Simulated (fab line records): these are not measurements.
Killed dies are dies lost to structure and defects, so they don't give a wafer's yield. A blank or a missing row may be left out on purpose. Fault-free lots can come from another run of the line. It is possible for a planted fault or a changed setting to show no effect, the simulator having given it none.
Split-lot study ; flow n5Finfet ; 21 wafers read from 7 lots, route of 1938 steps

## ABOUT THE SPLIT
At N5_BEOL_M0_SAQP_ETCH_106 (etches SOC in N2/H2, stops on SiNx, target depth 150 nm), the setting targetDepthA was moved away from the recipe's 1500 angstrom on 5 of the 21 wafers read, by -5.2% to +10.5%. For the rest of the wafers, this setting stayed at what the recipe calls for.

Split to reading: the file shows no intervening step.

## THE READING
SOC_of_BEOL_M0_SAQP_COAT_105.thkNm (the simulator's own value, which no gauge read), in nm, at N5_BEOL_M0_SAQP_ETCH_107 (etches SiNx in CH3F/O2, target depth 30 nm). The file gives no usual value for it. The 16 wafers here that ran the recipe average 11.8 nm, standard deviation 1.4 nm.

wafer;tool, chamber at the split;targetDepthA as run, angstrom;against the recipe;SOC_of_BEOL_M0_SAQP_COAT_105.thkNm, nm;against lot-mates on the recipe
L075.3;rieDiel-01, 2;1500;recipe;11.8;-
L075.4;rieDiel-01, 3;1629;+8.6%;6;-5.6
L075.5;rieDiel-01, 0;1500;recipe;11.4;-
L076.1;rieDiel-01, 3;1500;recipe;13.2;-
L076.4;rieDiel-01, 2;1500;recipe;11.6;-
L076.6;rieDiel-01, 2;1500;recipe;12.8;-
L077.2;rieDiel-01, 1;1640;+9.3%;6.6;-6.3
L077.3;rieDiel-01, 3;1500;recipe;12.6;-
L077.6;rieDiel-01, 3;1500;recipe;13.2;-
L078.1;rieDiel-02, 1;1422;-5.2%;16.6;+2.8
L078.3;rieDiel-02, 3;1422;-5.2%;20.4;+6.6
L078.5;rieDiel-02, 2;1500;recipe;13.8;-
L082.1;rieDiel-02, 0;1500;recipe;10.2;-
L082.3;rieDiel-02, 2;1500;recipe;12.4;-
L082.5;rieDiel-02, 0;1500;recipe;10.8;-
L089.2;rieDiel-06, 2;1500;recipe;13;-
L089.4;rieDiel-06, 0;1500;recipe;10.4;-
L089.6;rieDiel-06, 2;1657;+10.5%;4.4;-7.3
L090.2;rieDiel-06, 2;1500;recipe;12.8;-
L090.5;rieDiel-06, 0;1500;recipe;10;-
L090.6;rieDiel-06, 3;1500;recipe;8.6;-

THE FIT
A straight line over all 21 wafers: SOC_of_BEOL_M0_SAQP_COAT_105.thkNm changes by -0.78 nm for each +1% of targetDepthA; r = -0.88; the points scatter about the line by 1.7 nm.
The same after taking each lot's own level away (the mean of its wafers on the recipe; 21 wafers): -0.724 nm for each +1%; r = -0.93; scatter 1.2 nm.
According to that fit, moving targetDepthA by its largest amount changes the reading by 7.6 nm.
Measured against the standard deviation above, the lots' own levels, which go from 10.47 to 13.80 nm, span 2.4 times it.
Hence the lot-to-lot level has little effect on the slope; both slopes agree.
Check: -7.49 nm against its lot-mates is what the line predicts for one of the wafers moved furthest among these (+10.5%) when that wafer is left out of the fit. Against them it came out at -7.3 nm.

## THESE WAFERS: OTHER SPLITS
Before the reading, these wafers also passed through other splits. Each is held against what the fit with the lots' levels taken away leaves over:
other split on the same wafers;wafers away from the commonest value;r with SOC_of_BEOL_M0_SAQP_COAT_105.thkNm (lot level and that fit taken away)
N5_SDB_COAT_05 spinRpm;8;-0.26
N5_SDB_ALD_29 aldCycles;8;+0.10
N5_HKMG_FIN_ETCH_32 biasW;3;+0.12
N5_MOL_CONTACT_COAG_EXPOSE_05 doseMj;4;+0.09
N5_MOL_CONTACT_COAG_VIA_ETCH_46 biasW;7;+0.20
N5_MOL_CONTACT_COAG_ETCH_47 sourceW;6;+0.32
N5_BEOL_M0_SAQP_COAT_08 spinRpm;4;-0.16

## THE WHOLE CHAIN: every reading that the file lists as answering this split, in the file's order
step;what it does;reading;change (the file's fit);r (the file's)
N5_BEOL_M0_SAQP_ETCH_106;etches SOC in N2/H2, stops on SiNx, target depth 150 nm;SOC_of_BEOL_M0_SAQP_COAT_105.thkNm (the simulator's own value, which no gauge read);-0.707 nm for each +1% of the setting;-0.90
N5_BEOL_M0_SAQP_ETCH_107;etches SiNx in CH3F/O2, target depth 30 nm;SOC_of_BEOL_M0_SAQP_COAT_105.thkNm (the simulator's own value, which no gauge read);-0.698 nm for each +1% of the setting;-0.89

## THE FILE'S OWN FIT
SOC_of_BEOL_M0_SAQP_COAT_105.thkNm changes by -0.698 nm for each +1% of targetDepthA, r = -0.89.
